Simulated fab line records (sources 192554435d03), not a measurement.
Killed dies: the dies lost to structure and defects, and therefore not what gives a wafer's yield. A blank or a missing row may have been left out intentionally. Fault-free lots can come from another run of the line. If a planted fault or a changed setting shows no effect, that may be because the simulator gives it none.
Problem report, 8D (eight disciplines) form, completed by code + flow n5 finfet + the parts of the form that need people (team, actions taken, sign-off) are left out

== 1. THE PROBLEM ==
Across 2 wafers from 2 lots, M0_RS at N5_BEOL_M0_RS_MEAS_126 averages 0.651 ohm/sq, while fault-free wafers read 0.537 ohm/sq with a standard deviation of 0.021. Measured from the usual mean, that is +5.4 standard deviations.
The step: measures by four-point-probe.
The first sign was on wafer L317.1 at day 7 03:23, on film metro-01. Wafers with a number at this step in the record: 24, from 8 lots. The rule behind "out" and "out of limits": a value lying over 4 standard deviations away from the usual mean. Any other wafer with a number is counted as sound.

== 2. WHAT IT IS AND WHAT IT IS NOT ==
| question                    | is                           | is not                                                                                                  |
|-----------------------------|------------------------------|---------------------------------------------------------------------------------------------------------|
| which readings at this step | M0_RS                        | -                                                                                                       |
| which lots                  | L317, L319                   | L320, L329, L330, L332, L333, L334                                                                      |
| which wafers of those lots  | L317.1, L319.1               | L317.3, L317.5, L319.2, L319.3                                                                          |
| read on which gauges        | film metro-01, film metro-02 | -                                                                                                       |
| when                        | from day 7 03:23             | up to then (2 sound wafers); but 20 sound wafers of L319, L320, L329, L330, L332, L333, L334 came after |

== 3. THE SUSPECTS, EACH WITH WHAT RULES IT OUT ==
Counting: a tool at a process step up to the reading stays a suspect if it ran every lot that is out. Sound lots after the first of them don't rule it out here, since some wafers of a struck lot are sound.
- ruled out: the gauge at N5_BEOL_M0_RS_MEAS_126. 2 gauges (film metro-01, film metro-02) read the wafers that are out.
- pecvd-03 at N5_BEOL_M0_SAQP_PECVD_00 (deposits SiCN from 3MS/NH3, target thk 8 nm, time 14 s): kept. It ran every lot that is out, first L317 (day 6 16:20).
- rie diel-01 at N5_BEOL_M0_STRIP_142 (strips in N2/H2, time 10 s): kept. It ran every lot that is out, first L317 (day 7 00:39).
- rie diel-01 at N5_BEOL_M0_ETCH_109 (etches SiCN in CH3F/O2, target depth 8 nm, overetch 2.4 nm, time 27.4 s): kept. It ran every lot that is out, first L317 (day 7 00:51).
Still standing after the count: pecvd-03 at N5_BEOL_M0_SAQP_PECVD_00, rie diel-01 at N5_BEOL_M0_STRIP_142, rie diel-01 at N5_BEOL_M0_ETCH_109.

== 4. THE CAUSE (what the simulator had put in) ==
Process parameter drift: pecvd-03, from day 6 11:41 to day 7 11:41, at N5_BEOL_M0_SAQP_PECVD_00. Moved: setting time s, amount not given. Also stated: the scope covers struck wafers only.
This tool is one of the 3 suspects left after counting.

== 5. THE EFFECT CHAIN, in route order ==
One row per reading whose mean, taken over the struck wafers that have a number, lies over 3 standard deviations from the usual. Only readings whose record carries a usual standard deviation are examined. hours: median over the lots of the time between each lot's start at the first step of this table that gives one and its start at this step. sigmas: the change, counted in usual standard deviations.
| hours | step                   | reading        | usual        | on struck wafers | change | sigmas |
|-------|------------------------|----------------|--------------|------------------|--------|--------|
| 0     | N5_BEOL_M0_ETCH_109    | oes product au | 0.66 a.u.    | 0.42             | -0.24  | -4.2   |
| 3     | N5_BEOL_M0_RS_MEAS_126 | M0_RS          | 0.537 ohm/sq | 0.651            | +0.114 | +5.4   |
Here are the process steps it includes:
- N5_BEOL_M0_ETCH_109: etches SiCN in CH3F/O2, target depth 8 nm, overetch 2.4 nm, time 27.4 s.
At these later measuring or inspecting steps, every struck wafer for which the step has a row has a number for every such reading, and none has moved that far: N5_BEOL_M4_RC_MEAS_101.

== 6. HOW IT WOULD HAVE BEEN CAUGHT EARLIER ==
16 hours passed between the start of the fault at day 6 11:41 and the first reading out of limits at a measuring or inspecting step in this record, taken at day 7 03:23.
Of the tool readings at N5_BEOL_M0_SAQP_PECVD_00 for which the record gives a usual standard deviation, none was out on any struck wafer, so an alarm limit of 4 standard deviations on them would not have fired.
L319, from the lots that are out (2), started N5_BEOL_M0_SAQP_PECVD_00 on pecvd-03 later than day 7 03:23. Holding the tool at that time would have saved it.
